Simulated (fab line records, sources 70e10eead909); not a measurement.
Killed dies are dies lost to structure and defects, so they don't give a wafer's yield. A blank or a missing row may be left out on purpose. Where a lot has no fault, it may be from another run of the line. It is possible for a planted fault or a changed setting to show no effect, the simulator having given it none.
Which tool is to blame? ; flow nand-harc ; 18 wafers from 6 lots sampled at 3 of the route's 1302 steps

WHAT THE GAUGES SHOWED, per wafer
NHARC_A_BONDPAD_THK_MEAS_20: measures by xrf.
lot;measured;on;thk-nm (nm)
L148;day 23 10:24;film-metro-01;171.5 168.9 171.5
L149;day 24 01:40;film-metro-02;167.8 168.3 171.2
L155;day 26 09:14;film-metro-02;169.3 169.7 169.7
L157;day 26 19:19;film-metro-02;167.5 171.5 171.0
L159;day 29 11:32;film-metro-01;171.5 172.3 171.2
L166;day 31 08:55;film-metro-02;170.5 170.5 170.6

WHAT TOOL EACH LOT RAN ON (gives the tool, then ch and the chambers of the sampled wafers, and finally the start)
lot;NHARC_A_CONTACT_ETCH_125;NHARC_A_BONDPAD_STRIP_15
L148;har-cap-etch-02 ch 0, day 22 06:33;rie-diel-07 ch 0,1,2, day 23 08:26
L149;har-cap-etch-03 ch 0,1, day 22 20:26;rie-diel-07 ch 0,3, day 23 23:43
L155;har-cap-etch-03 ch 0,1, day 25 00:39;rie-diel-11 ch 0,2, day 26 07:18
L157;har-cap-etch-02 ch 0,1, day 25 13:07;rie-diel-09 ch 0,1,2, day 26 17:23
L159;har-cap-etch-01 ch 0,1, day 28 03:17;rie-diel-11 ch 0,2,3, day 29 09:34
L166;har-cap-etch-02 ch 0,1, day 30 01:48;rie-diel-07 ch 0,1,3, day 31 06:45
- NHARC_A_CONTACT_ETCH_125: etches the open film in C4F8/O2/Ar, time 197 s, target depth 1918 nm.
- NHARC_A_BONDPAD_STRIP_15: strips in O2.

THE ANSWER, worked out from the rows above alone
Rule: what is usual is taken from the lots themselves. Put in order of their means at a reading, lots are off if they are a third of the lots or fewer, leave a main group of 4 or more, and stand apart from it by a gap of 3 or more times the standard deviation of the main group's means; of several such gaps the widest counts. The tables above print the reading to a certain number of digits; a main group whose means all agree to those digits is not used. A lot without any number at a reading at which 4 lots or more have one is off too. Any other lot the step has rows for is counted as sound.
No lot is off at any reading shown: from this, nothing can be told.

WHAT THE SIMULATOR HAD INSERTED
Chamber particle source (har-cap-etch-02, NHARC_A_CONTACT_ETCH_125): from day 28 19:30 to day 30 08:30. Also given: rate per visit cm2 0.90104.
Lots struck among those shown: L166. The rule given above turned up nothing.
